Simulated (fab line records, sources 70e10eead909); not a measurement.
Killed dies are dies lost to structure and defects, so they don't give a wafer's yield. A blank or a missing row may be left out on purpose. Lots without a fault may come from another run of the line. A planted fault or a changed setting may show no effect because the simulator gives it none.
A struck lot beside a sound one | flow nand_harc | 43 steps out of a route of 1159
Sound: wafers L778.1, L778.4, L778.6. Struck: wafers L786.1, L786.4. (L786.6 of the same lot was not struck and is left out.) The cause comes at the end.
At each step with rows: each side's tool, then ch and its chambers, then its first start. Under that, the readings that differ: sound wafers | struck wafers | difference of the means | sigmas: that difference in standard deviations of wafers without a fault.
alike: readings whose means differ by less than 2 such deviations, and words and numbers that are the same on both sides. not compared: withheld readings, readings that some wafer has no value for, bounds like >300 that may hide the same value, and numbers for which the record gives no deviation and whose values overlap.
The two part at a step that has a row with sigmas, a row that says differs or no value, or rows on one side only. Numbers that don't overlap but have no deviation are shown without sigmas and don't part them. A reading that every wafer of one side lacks parts them only if that side has two wafers or more.

NHARC_A_CONTACT_OVL_MEAS_43:
  sound on overlay-01, day 16 10:34; struck on overlay-02, day 19 06:28
  alike: overlay_x_nm, overlay_y_nm
NHARC_A_CONTACT_INSPECT_44:
  sound on defect_inspect-02, day 16 10:36; struck on defect_inspect-02, day 19 06:31
  alike: raw_defect_count
NHARC_A_CONTACT_DESCUM_47: chemistry O2, time 3 s.
  sound on rie_diel-02 ch 0,3, day 16 10:40; struck on rie_diel-11 ch 0,3, day 19 06:35
  alike: drypump_motor_current_A, mfc_ar_sccm, oes_product_au, rf_vpp_V, showerhead_plenum_p_Torr, throttle_valve_pct
  not compared: rf_hours_counter_h
then, 7 steps without rows for these wafers: NHARC_A_CONTACT_ETCH_48 (etches the open film in CF4, target depth 39 nm, time 65 s); NHARC_A_CONTACT_ETCH_49 (etches the open film in N2/H2, target depth 260 nm, time 475.3 s); NHARC_A_CONTACT_ETCH_50 (etches the open film in CF4/CHF3, target depth 84.7 nm, time 42.4 s); NHARC_A_CONTACT_ETCH_51 (etches the open film in O2/COS, target depth 3600 nm, time 936 s); NHARC_A_CONTACT_ETCH_111 (etches the open film in C4F8/O2/Ar, time 140 s, target depth 700 nm); NHARC_A_CONTACT_ETCH_112 (etches the open film in C4F8/O2/Ar, time 94 s, target depth 922 nm); NHARC_A_CONTACT_ETCH_113 (etches the open film in C4F8/O2/Ar, time 94 s, target depth 922 nm).
NHARC_A_CONTACT_ETCH_114: etches the open film in C4F8/O2/Ar, time 94 s, target depth 922 nm.
  sound on har_cap_etch-03 ch 0, day 16 12:19; struck on har_cap_etch-01 ch 0, day 19 10:21
  not compared: rf_hours_counter_h
then, 1 step without rows for these wafers: NHARC_A_CONTACT_ETCH_115 (etches the open film in C4F8/O2/Ar, time 94 s, target depth 922 nm).
NHARC_A_CONTACT_ETCH_116: etches the open film in C4F8/O2/Ar, time 94 s, target depth 922 nm.
  sound on har_cap_etch-03 ch 0, day 16 12:29; struck on har_cap_etch-01 ch 0, day 19 10:32
  not compared: rf_hours_counter_h
then, 5 steps without rows for these wafers: NHARC_A_CONTACT_ETCH_117 (etches the open film in C4F8/O2/Ar, time 94 s, target depth 922 nm); NHARC_A_CONTACT_ETCH_118 (etches the open film in C4F8/O2/Ar, time 94 s, target depth 922 nm); NHARC_A_CONTACT_ETCH_119 (etches the open film in C4F8/O2/Ar, time 94 s, target depth 922 nm); NHARC_A_CONTACT_ETCH_120 (etches the open film in C4F8/O2/Ar, time 94 s, target depth 922 nm); NHARC_A_CONTACT_ETCH_121 (etches the open film in C4F8/O2/Ar, time 94 s, target depth 922 nm).
NHARC_A_CONTACT_ETCH_122: etches the open film in C4F8/O2/Ar, time 95 s, target depth 930 nm.
  sound on har_cap_etch-03 ch 0, day 16 13:02; struck on har_cap_etch-01 ch 0, day 19 11:05
  not compared: rf_hours_counter_h
then, 2 steps without rows for these wafers: NHARC_A_CONTACT_ETCH_123 (etches the open film in C4F8/O2/Ar, time 253 s, target depth 1090 nm); NHARC_A_CONTACT_ETCH_90 (etches the open film in CH3F/O2, target depth 40 nm, time 85.7 s).
NHARC_A_CONTACT_ETCH_96: etches the open film in C4F6/O2, target depth 20 nm, time 10 s.
  sound on rie_diel-02 ch 0,1,2; struck on rie_diel-02 ch 3, day 19 11:56
  alike: drypump_motor_current_A, mfc_ar_sccm, oes_product_au, rf_vpp_V, showerhead_plenum_p_Torr, throttle_valve_pct
  not compared: rf_hours_counter_h
NHARC_A_CONTACT_CD_MEAS_53:
  sound on cd_sem-02, day 16 13:57; struck on cd_sem-02, day 19 12:02
  alike: cd_nm
then, 7 steps without rows for these wafers: NHARC_A_CONTACT_STRIP_99 (strips in N2/H2); NHARC_A_CONTACT_STRIP_100 (strips in CF4/CHF3); NHARC_A_CONTACT_STRIP_101 (strips in O2/COS); NHARC_A_CONTACT_ETCH_102 (etches the open film in CF4/O2, target depth 70 nm, overetch 7 nm, time 38.5 s); NHARC_A_CONTACT_STRIP_55 (strips in O2); NHARC_A_CONTACT_STRIP_56 (strips in post etch residue remover, time 600 s); NHARC_A_CONTACT_DEP_57 (deposits aC, target thk 2800 nm).
NHARC_A_CONTACT_DEP_58: deposits SiON, target thk 60 nm.
  sound on pecvd-02 ch 0,1,2, day 16 16:41; struck on pecvd-03 ch 1,2, day 19 14:43
  alike: heater_power_w
then, 10 steps without rows for these wafers: NHARC_A_CONTACT_DEHYDRATE_59 (time 120 s); NHARC_A_CONTACT_HMDS_60 (time 30 s); NHARC_A_CONTACT_COAT_61 (time 75 s); NHARC_A_CONTACT_COAT_62 (time 65 s); NHARC_A_CONTACT_COAT_63 (resist thk 90 nm); NHARC_A_CONTACT_SOFTBAKE_64 (time 55 s); NHARC_A_CONTACT_EBR_65; NHARC_A_CONTACT_EXPOSE_66 (exposes mask A CC 2); NHARC_A_CONTACT_PEB_67 (peb time 65 s); NHARC_A_CONTACT_DEVELOP_68 (develop time 35 s).
NHARC_A_CONTACT_CD_MEAS_69: target cd 200 nm.
  sound on cd_sem-01 ch 0, day 16 17:23; struck on cd_sem-02 ch 0, day 19 15:25
  alike: cd_nm
-- the record jumps here: 3 days lie between the struck wafers' starts before and after (it left off in module A_CONTACT and takes up again in module END, whose first step shown is number 1159 of the route) --
NHARC_END_SORT_01:
  the record has rows for the struck wafers here (prober-01 ch 0, day 22 07:30) and none for the sound ones

WHERE THEY PART
Only at NHARC_END_SORT_01, within this record.

WHY: what the simulator had put in
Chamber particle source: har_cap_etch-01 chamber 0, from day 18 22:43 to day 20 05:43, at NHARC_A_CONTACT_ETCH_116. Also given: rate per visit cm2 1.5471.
